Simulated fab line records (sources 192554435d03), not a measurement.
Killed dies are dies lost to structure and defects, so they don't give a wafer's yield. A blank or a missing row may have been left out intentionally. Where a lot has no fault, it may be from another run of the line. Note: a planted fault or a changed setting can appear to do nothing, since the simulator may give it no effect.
A struck lot beside a sound one	flow n5-finfet	15 steps out of a route of 1938
Sound: these wafers, L134.1, L134.2, L134.3. Struck: wafer L137.2 (L137.3, L137.6, from the same lot, were not struck and are left out); the cause is given at the end.
At each step with rows: each side's tool, then ch and its chambers, then its first start. Under that, the readings that differ: sound wafers	struck wafers	difference of the means	sigmas: that difference in standard deviations of wafers without a fault.
alike: same words and numbers on both sides, and readings whose means sit less than 2 such deviations apart. not compared: any withheld reading, any reading some wafer has no value for, any bound like >300 that may hide the same value, and any number with overlapping values for which the record gives no deviation.
A row with sigmas, a row that says differs or no value, or rows on one side alone: a step with any of these is where the two part. Numbers that don't overlap but have no deviation are shown without sigmas and don't part them. A reading missing from all wafers of one side parts the sides only when that side holds two or more wafers.

first, 8 steps without rows for these wafers: N5_BEOL_M5_COAT_66 (time 60 s, resist thk 12 nm); N5_BEOL_M5_COAT_74 (time 60 s, resist thk 5 nm); N5_BEOL_M5_COAT_22 (resist thk 30 nm); N5_BEOL_M5_EBR_24; N5_BEOL_M5_SOFTBAKE_23 (time 60 s); N5_BEOL_M5_EXPOSE_25 (exposes mask V4, defocus 10 nm); N5_BEOL_M5_PEB_26 (peb time 60 s); N5_BEOL_M5_DEVELOP_27 (develop time 30 s).
N5_BEOL_M5_CD_MEAS_28: target cd 30.6 nm, target cd y 20 nm.
  sound on cd-sem-03 ch 0, day 9 17:05; struck on cd-sem-01 ch 0, day 10 13:23
reading	sound	struck	difference	sigmas
cd-nm (nm)	30.40 30.33 30.12	30.87	+0.59	+2
N5_BEOL_M5_OVL_MEAS_29:
  sound on overlay-01 ch 0, day 9 17:07; struck on overlay-01 ch 0, day 10 13:25
  alike: V4_OVL
N5_BEOL_M5_INSPECT_30: inspects for defects (brightfield).
  struck on defect-inspect-02, day 10 13:28; sound on defect-inspect-02, day 9 17:11
  alike: raw-defect-count
N5_BEOL_M5_DESCUM_33: chemistry O2, time 7 s.
  sound on rie-diel-05 ch 0,1,3, day 9 17:13; struck on rie-diel-03 ch 0, day 10 13:59
reading	sound	struck	difference	sigmas
rf-hours-counter-h (h)	175 35 87	190	+91	
throttle-valve-pct (%)	20.3 20.0 20.7	21.0	+0.7	+2
  alike: drypump-motor-current-A, oes-product-au, rf-vpp-V, showerhead-plenum-p-Torr, temp-c
N5_BEOL_M5_ETCH_75: etches underlayer in N2/H2, target depth 6.5 nm, time 5.2 s.
  sound on rie-diel-05 ch 0,1,3, day 9 17:15; struck on rie-diel-03 ch 0, day 10 14:01
reading	sound	struck	difference	sigmas
etch-rf-on-time-s (s)	5.14 5.22 5.12	3.84	-1.32	-10
rf-hours-counter-h (h)	175 35 87	190	+91	
throttle-valve-pct (%)	17.50 17.48 17.90	18.35	+0.72	+3
  alike: drypump-motor-current-A, oes-product-au, rf-vpp-V, showerhead-plenum-p-Torr
N5_BEOL_M5_ETCH_67: etches SiARC in CF4, target depth 15.6 nm, time 26 s.
  sound on rie-diel-05 ch 0,1,3, day 9 17:16; struck on rie-diel-03 ch 0, day 10 14:02
reading	sound	struck	difference	sigmas
rf-hours-counter-h (h)	175 35 87	190	+91	
rf-vpp-V (V)	183.5 182.3 184.2	185.7	+2.4	+2
throttle-valve-pct (%)	15.39 15.14 15.63	16.06	+0.67	+3
  alike: drypump-motor-current-A, etch-rf-on-time-s, oes-product-au, showerhead-plenum-p-Torr
-- record jumps: 5 days separate the struck wafers' starts on either side; left off in module BEOL_M5, taken up again in module PASSIVATION, whose first shown step is the route's number 1936 --
N5_PASSIVATION_PROBE_49:
  struck on prober-02, day 15 02:40; sound on prober-01, day 14 05:13
  alike: defect-limited-yield, killed_at_M0_to_M3, killed_at_M4_up, killed-at-contacts, killed-at-front-end, killed-at-other, killed-dies, killed-open, killed-short, sort_bin_4_leakage, sort_bin_5_function, sort_bin_6_memory, sort-n-pass, sort-yield-pct

WHERE THEY PART
At N5_BEOL_M5_CD_MEAS_28 first; at N5_BEOL_M5_ETCH_67 last (within this record only). Later steps at which nothing parts them and some readings are alike: N5_PASSIVATION_PROBE_49.

WHY: whatever the simulator had introduced
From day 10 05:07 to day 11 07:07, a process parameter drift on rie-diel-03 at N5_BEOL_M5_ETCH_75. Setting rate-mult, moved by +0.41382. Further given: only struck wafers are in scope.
